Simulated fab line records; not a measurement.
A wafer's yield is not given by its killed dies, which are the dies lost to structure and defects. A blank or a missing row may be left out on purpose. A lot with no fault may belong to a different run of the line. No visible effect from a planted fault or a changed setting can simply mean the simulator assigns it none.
2 desks, one fault | flow nand harc | each desk has only its own numbers; what lay behind them comes last

== FROM THE METROLOGY DESK ==
What the gauges read, lot by lot, whatever tool the lot ran on: means of the sampled wafers that have a number. Marked OUT: a lot whose mean sits more than 4 standard deviations from the usual mean, which makes it out of limits; the brackets give that distance.
Columns: A = cd nm at NHARC_A_CHANNEL_HOLE_D1_CD_MEAS_18, usual 99 nm
lot  | first seen here | A
L103 | day 8 11:46     | 100
L104 | day 9 00:15     | 100
L107 | day 9 09:23     | 97
L108 | day 9 19:42     | 95
L111 | day 10 06:23    | 99
L113 | day 10 10:13    | 99
L112 | day 10 16:56    | 94
L116 | day 11 11:36    | 96
L117 | day 11 22:41    | 97
L118 | day 12 07:20    | 100
L120 | day 12 13:01    | 100
L124 | day 13 11:24    | 99
L126 | day 14 04:21    | 100
Result from this desk: across the 13 lots, nothing is out of limits.

== TOOL OWNER'S DESK, ald hk-01 ==
The tool's own readings at NHARC_A_CHANNEL_FILL_D1_ALD_14 (deposits SiO2, target thk 2.5 nm, pulse time 10 s, ald cycles 25): means of the sampled wafers that have a number, for each lot that ran on this tool. Marked OUT: a lot whose mean sits more than 4 standard deviations from the usual mean, which makes it out of limits; the brackets give that distance.
Columns: A = heater power w at NHARC_A_CHANNEL_FILL_D1_ALD_14, usual 484 W; B = precursor pulse height rel at NHARC_A_CHANNEL_FILL_D1_ALD_14, usual 1.003
lot  | first seen here | A   | B
L107 | day 9 22:28     | 511 | 1.010
L112 | day 11 05:11    | 542 | 1.009
L117 | day 12 15:14    | 492 | 0.996
L118 | day 12 21:49    | 513 | 1.010
L120 | day 13 02:42    | 484 | 1.031
L124 | day 14 00:32    | 511 | 1.002
Result from this desk: across the 6 lots, nothing is out of limits.

== TAKEN TOGETHER ==
Metrology desk: nothing out of limits seen.
Nothing out of limits was seen by the tool owner's desk.

== WHAT THE SIMULATOR HAD INSERTED ==
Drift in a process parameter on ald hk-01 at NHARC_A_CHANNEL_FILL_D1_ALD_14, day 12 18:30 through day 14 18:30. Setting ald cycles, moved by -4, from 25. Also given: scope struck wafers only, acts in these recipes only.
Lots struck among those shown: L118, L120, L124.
